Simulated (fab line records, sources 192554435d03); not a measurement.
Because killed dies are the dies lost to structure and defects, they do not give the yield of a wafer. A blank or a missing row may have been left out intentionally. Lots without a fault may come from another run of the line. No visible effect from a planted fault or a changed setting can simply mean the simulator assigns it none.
Problem report in the 8D (eight disciplines) form, filled by code :: flow n5-finfet :: the parts of the form that need people (team, actions taken, sign-off) are left out

== 1. WHAT WENT WRONG ==
M8_ILD_THK at N5_BEOL_M8_THK_MEAS_01 reads a mean of 166.7 nm on 1 wafer of 1 lot; wafers without a fault read 155.1 nm with a standard deviation of 1.9. That is +6.1 standard deviations from the usual mean.
The first sign was on wafer L503.2 at day 12 06:45, on film-metro-01. The record has a number at this step for 33 wafers belonging to 11 lots. Rule for "out", or "out of limits": more than 4 standard deviations from the usual mean. All remaining wafers that have a number are taken as sound.

== 2. WHAT THIS IS AND IS NOT ==
question: which readings at this step
is: M8_ILD_THK
is not: -

question: which lots
is: L503
is not: L491, L495, L498, L499, L505, L506, L507, L508, L511, L512

question: which wafers of those lots
is: L503.2
is not: L503.4, L503.5

question: read on which gauges
is: film-metro-01
is not: film-metro-02

question: when
is: from day 12 06:45
is not: up to then (14 sound wafers); but 18 sound wafers of L505, L506, L507, L508, L511, L512 came after

== 3. SUSPECTS, AND WHAT RULES EACH OUT ==
Counting: any tool at a process step up to the reading remains a suspect provided it ran every lot that is out. Sound lots after the first of them don't rule it out here, since some wafers of a struck lot are sound.
- the gauge at N5_BEOL_M8_THK_MEAS_01 is ruled out. All the wafers that are out were read on film-metro-01, but those of them that N5_BEOL_M8_ILD_DEP_00 has rows for are out there too, on other tools.
- pvd-sputter-02 at N5_BEOL_M7_DEGAS_44 (time 60 s): kept. The lot that is out, L503, ran on it at day 12 04:23; the last sound lot it ran before that was L498, at day 10 12:00.
- pecvd-04 at N5_BEOL_M8_ILD_DEP_00 (deposits SiCOH lowk from DEMS/porogen, target thk 179.75 nm, time 33.4 s): kept. The lot that is out, L503, ran on it at day 12 06:10; the last sound lot it ran before that was L495, at day 10 04:40. Its own susceptor-temp-C readings are out on those wafers.
- Within pecvd-04 at N5_BEOL_M8_ILD_DEP_00: the wafers that are out ran in chamber 2; their sound lot-mates ran in chambers 0, 1.
Left after counting: pvd-sputter-02 at N5_BEOL_M7_DEGAS_44, pecvd-04 at N5_BEOL_M8_ILD_DEP_00.

== 4. THE CAUSE (what the simulator had put in) ==
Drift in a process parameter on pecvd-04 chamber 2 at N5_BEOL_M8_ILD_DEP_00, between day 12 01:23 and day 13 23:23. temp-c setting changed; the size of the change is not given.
Of the 2 suspects that counting leaves, this tool is one.

== 5. SEQUENCE OF EFFECTS, ordered by route ==
Each row: a reading whose mean over the struck wafers that have a number lies more than 3 standard deviations from the usual. Scope: only readings with a usual standard deviation given in the record; hours: median across lots of the time from each lot's start at the first step in this table that gives one to its start at this step; sigmas: change in usual standard deviations.
hours: 0
step: N5_BEOL_M8_ILD_DEP_00
reading: susceptor-temp-C
usual: 300.00 C
on struck wafers: 287.67
change: -12.33
sigmas: -68

hours: 1
step: N5_BEOL_M8_THK_MEAS_01
reading: M8_ILD_THK
usual: 155.1 nm
on struck wafers: 166.7
change: +11.6
sigmas: +6.1
Its process steps:
- N5_BEOL_M8_ILD_DEP_00: deposits SiCOH lowk from DEMS/porogen, target thk 179.75 nm, time 33.4 s.

== 6. WHAT WOULD HAVE CAUGHT IT SOONER ==
5 hours passed between the start of the fault at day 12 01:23 and the first reading out of limits at a measuring or inspecting step in this record, taken at day 12 06:45.
At N5_BEOL_M8_ILD_DEP_00, the tool's own readings (susceptor-temp-C) were out on each struck wafer the step has a row for, so an alarm limit on them would have fired on the first such wafer.
All the lots that are out (1) had begun N5_BEOL_M8_ILD_DEP_00 on pecvd-04 by day 12 06:45. None of them would have been spared by holding the tool at that moment.
